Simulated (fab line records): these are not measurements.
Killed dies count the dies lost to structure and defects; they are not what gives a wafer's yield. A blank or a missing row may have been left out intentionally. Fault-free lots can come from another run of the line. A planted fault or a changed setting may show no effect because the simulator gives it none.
Which tool is to blame?	flow n5-finfet	24 lots with 72 wafers sampled at 4 steps, on a route of 1938 steps

WHAT THE GAUGES READ, wafer by wafer
N5_BEOL_M14_RS_MEAS_54: a four-point-probe measurement.
lot	measured	on	M14_RS (ohm/sq)
L074	day 12 00:56	film-metro-02	0.0333 0.0335 0.0318
L076	day 12 01:26	film-metro-01	0.0331 0.0351 0.0331
L075	day 12 09:57	film-metro-01	0.0348 0.0332 0.0346
L077	day 12 10:08	film-metro-02	0.0334 0.0320 0.0323
L078	day 13 00:37	film-metro-01	0.0335 0.0326 0.0337
L080	day 13 05:34	film-metro-02	0.0332 0.0327 0.0327
L079	day 13 09:01	film-metro-01	0.0331 0.0332 0.0327
L082	day 13 13:30	film-metro-02	0.0333 0.0318 0.0317
L083	day 13 15:58	film-metro-01	0.0330 0.0319 0.0333
L081	day 13 18:07	film-metro-01	0.0333 0.0323 0.0334
L084	day 13 23:32	film-metro-02	0.0330 0.0330 0.0331
L085	day 14 17:23	film-metro-02	0.0333 0.0325 0.0335
L087	day 14 21:01	film-metro-02	0.0336 0.0336 0.0337
L086	day 14 21:20	film-metro-02	0.0333 0.0320 0.0334
L089	day 15 05:59	film-metro-02	0.0326 0.0337 0.0337
L090	day 15 23:19	film-metro-02	0.0351 0.0331 0.0349
L088	day 15 23:41	film-metro-01	0.0334 0.0330 0.0330
L091	day 16 00:28	film-metro-01	0.0331 0.0319 0.0324
L092	day 16 04:47	film-metro-01	0.0321 0.0322 0.0317
L093	day 16 19:02	film-metro-01	0.0332 0.0334 0.0334
L095	day 16 21:15	film-metro-02	0.0336 0.0326 0.0327
L096	day 17 00:16	film-metro-02	0.0325 0.0323 0.0322
L094	day 17 04:29	film-metro-02	0.0332 0.0331 0.0329
L097	day 17 08:30	film-metro-01	0.0334 0.0351 0.0330

N5_BEOL_M15_OVL_MEAS_11.
lot	measured	on	V14_OVL (nm)
L074	day 12 01:49	overlay-02	-2 -5 -5
L076	day 12 02:12	overlay-02	-3 -3 -12
L075	day 12 10:44	overlay-02	5 9 4
L077	day 12 10:54	overlay-02	1 -5 2
L078	day 13 01:17	overlay-02	3 -1 6
L080	day 13 06:15	overlay-02	-7 0 0
L079	day 13 09:40	overlay-02	-1 -2 -1
L082	day 13 14:10	overlay-02	-8 -6 -13
L083	day 13 16:37	overlay-02	6 5 -5
L081	day 13 18:46	overlay-01	-12 -4 -3
L084	day 14 00:11	overlay-02	5 9 11
L085	day 14 18:09	overlay-02	-5 -3 3
L087	day 14 21:47	overlay-01	-4 5 -3
L086	day 14 22:06	overlay-02	-9 -12 -9
L089	day 15 06:46	overlay-02	0 4 -7
L090	day 15 23:58	overlay-02	-1 2 5
L088	day 16 00:28	overlay-01	5 2 -1
L091	day 16 01:14	overlay-01	8 -1 0
L092	day 16 05:26	overlay-02	-4 -3 -3
L093	day 16 19:49	overlay-02	0 -1 -17
L095	day 16 22:01	overlay-01	3 -2 -5
L096	day 17 00:55	overlay-02	1 -6 3
L094	day 17 05:15	overlay-01	-10 -6 -13
L097	day 17 09:09	overlay-02	6 -2 0

N5_BEOL_M15_CD_MEAS_17: the cd target is 360 nm.
lot	measured	on	cd-nm (nm)
L074	day 12 02:23	cd-sem-01	361.3 367.3 364.7
L076	day 12 02:47	cd-sem-03	363.9 358.8 359.9
L075	day 12 11:17	cd-sem-02	362.0 366.0 363.5
L077	day 12 11:28	cd-sem-01	366.5 367.1 365.7
L078	day 13 01:51	cd-sem-02	367.5 363.9 364.5
L080	day 13 06:54	cd-sem-02	357.5 362.5 360.5
L079	day 13 10:19	cd-sem-03	366.7 362.3 362.0
L082	day 13 15:11	cd-sem-02	359.9 362.0 363.7
L083	day 13 17:10	cd-sem-03	361.1 361.2 363.2
L081	day 13 19:19	cd-sem-03	360.8 357.4 358.7
L084	day 14 00:44	cd-sem-01	361.5 366.0 362.9
L085	day 14 18:47	cd-sem-03	360.3 361.1 356.7
L087	day 14 22:20	cd-sem-02	359.3 359.5 363.7
L086	day 14 22:40	cd-sem-01	360.2 361.5 360.6
L089	day 15 07:19	cd-sem-01	362.1 360.0 367.3
L090	day 16 00:34	cd-sem-01	359.5 362.5 363.0
L088	day 16 01:04	cd-sem-03	358.0 363.8 357.0
L091	day 16 02:22	cd-sem-01	360.7 361.1 362.5
L092	day 16 06:08	cd-sem-03	361.5 362.2 364.4
L093	day 16 20:22	cd-sem-01	358.3 360.4 363.2
L095	day 16 22:36	cd-sem-01	360.3 363.5 363.5
L096	day 17 01:31	cd-sem-01	361.9 361.5 362.5
L094	day 17 05:49	cd-sem-01	362.7 362.0 362.4
L097	day 17 09:43	cd-sem-03	364.4 362.2 360.9

EACH LOT AND THE TOOL THAT RAN IT (in order: tool; ch and the chambers of the sampled wafers; start)
lot	N5_BEOL_M14_STRIP_37
L074	rie-diel-01 ch 0,1,2, day 11 22:59
L076	rie-diel-04 ch 1,2,3, day 11 23:04
L075	rie-diel-04 ch 1,3, day 12 08:26
L077	rie-diel-01 ch 1,2, day 12 08:36
L078	rie-diel-04 ch 0,2,3, day 12 22:42
L080	rie-diel-04 ch 2,3, day 13 03:52
L079	rie-diel-04 ch 1,2,3, day 13 07:10
L082	rie-diel-04 ch 1,2, day 13 11:19
L083	rie-diel-03 ch 1,2,3, day 13 14:02
L081	rie-diel-03 ch 0,1, day 13 16:14
L084	rie-diel-03 ch 0,3, day 13 21:18
L085	rie-diel-04 ch 1,2, day 14 15:22
L087	rie-diel-03 ch 1,2, day 14 19:11
L086	rie-diel-03 ch 0,1, day 14 19:33
L089	rie-diel-03 ch 0,1,3, day 15 04:23
L090	rie-diel-03 ch 1,2, day 15 21:29
L088	rie-diel-03 ch 2,3, day 15 21:38
L091	rie-diel-04 ch 0,1, day 15 21:50
L092	rie-diel-01 ch 0,1,2, day 16 02:50
L093	rie-diel-04 ch 0,1,2, day 16 16:59
L095	rie-diel-04 ch 1,3, day 16 19:22
L096	rie-diel-04 ch 0,1,2, day 16 22:34
L094	rie-diel-01 ch 0,2,3, day 17 02:38
L097	rie-diel-01 ch 1,2,3, day 17 06:45
- N5_BEOL_M14_STRIP_37: strips in O2.

AS READ BY THE TOOLS THEMSELVES (means over the sampled wafers that have a number; for cases with no such wafer, the mark the record gives instead)
N5_BEOL_M14_STRIP_37.
lot	tool	drypump-motor-current-A (A)	oes-product-au (a.u.)	rf-vpp-V (V)	showerhead-plenum-p-Torr (Torr)	temp-c (C)	throttle-valve-pct (%)
L074	rie-diel-01	5.8	0.80	2.8	2.04	60.05	16.44
L076	rie-diel-04	5.3	0.80	4.1	2.02	59.99	16.59
L075	rie-diel-04	5.1	0.78	3.7	2.00	60.06	16.66
L077	rie-diel-01	5.9	0.86	3.5	2.07	59.99	16.33
L078	rie-diel-04	5.5	0.84	2.7	2.01	60.02	16.48
L080	rie-diel-04	5.1	0.75	3.2	2.00	60.02	16.63
L079	rie-diel-04	5.2	0.78	4.5	2.02	60.05	16.62
L082	rie-diel-04	5.4	0.81	4.3	2.04	59.97	16.57
L083	rie-diel-03	5.4	0.87	3.8	2.10	59.92	16.48
L081	rie-diel-03	5.5	0.77	3.8	2.10	60.09	16.67
L084	rie-diel-03	6.1	0.76	3.8	2.06	60.04	16.82
L085	rie-diel-04	5.4	0.80	3.2	2.03	59.99	16.62
L087	rie-diel-03	5.4	0.83	3.6	2.11	59.93	16.31
L086	rie-diel-03	6.0	0.73	3.2	2.07	59.88	16.78
L089	rie-diel-03	5.6	0.80	3.7	2.08	59.93	16.76
L090	rie-diel-03	5.3	0.80	3.4	2.11	60.10	16.45
L088	rie-diel-03	5.5	0.85	3.4	2.09	59.98	16.40
L091	rie-diel-04	5.6	0.85	3.9	2.03	60.04	16.60
L092	rie-diel-01	5.8	0.84	3.7	2.12	60.01	16.36
L093	rie-diel-04	5.6	0.82	3.4	2.02	60.03	16.57
L095	rie-diel-04	5.2	0.76	4.2	2.01	59.94	16.72
L096	rie-diel-04	5.6	0.82	3.3	2.02	59.90	16.54
L094	rie-diel-01	5.7	0.89	3.8	2.14	60.10	16.43
L097	rie-diel-01	5.6	0.84	4.5	2.09	60.01	16.39

THE ANSWER, worked out from the rows above alone
Rule: usual is defined by the lots themselves. Put in order of their means at a reading, lots are off if they are a third of the lots or fewer, leave a main group of 4 or more, and stand apart from it by a gap of 3 or more times the standard deviation of the main group's means; of several such gaps the widest counts. The tables above print the reading to a certain number of digits; a main group whose means all agree to those digits is not used. A lot without any number at a reading at which 4 lots or more have one is off too. Where the step has rows for the other lots, those lots are counted as sound. The gauges are gone through in route order, then the tools' own readings, and for those a lot's mean is taken as printed above. At the first step where some lot is off, the reading lying furthest off is the one used; lots without a number count as furthest.
Across all readings shown, no lot is off: no conclusion can be drawn from this.

WHAT THE SIMULATOR HAD PUT IN
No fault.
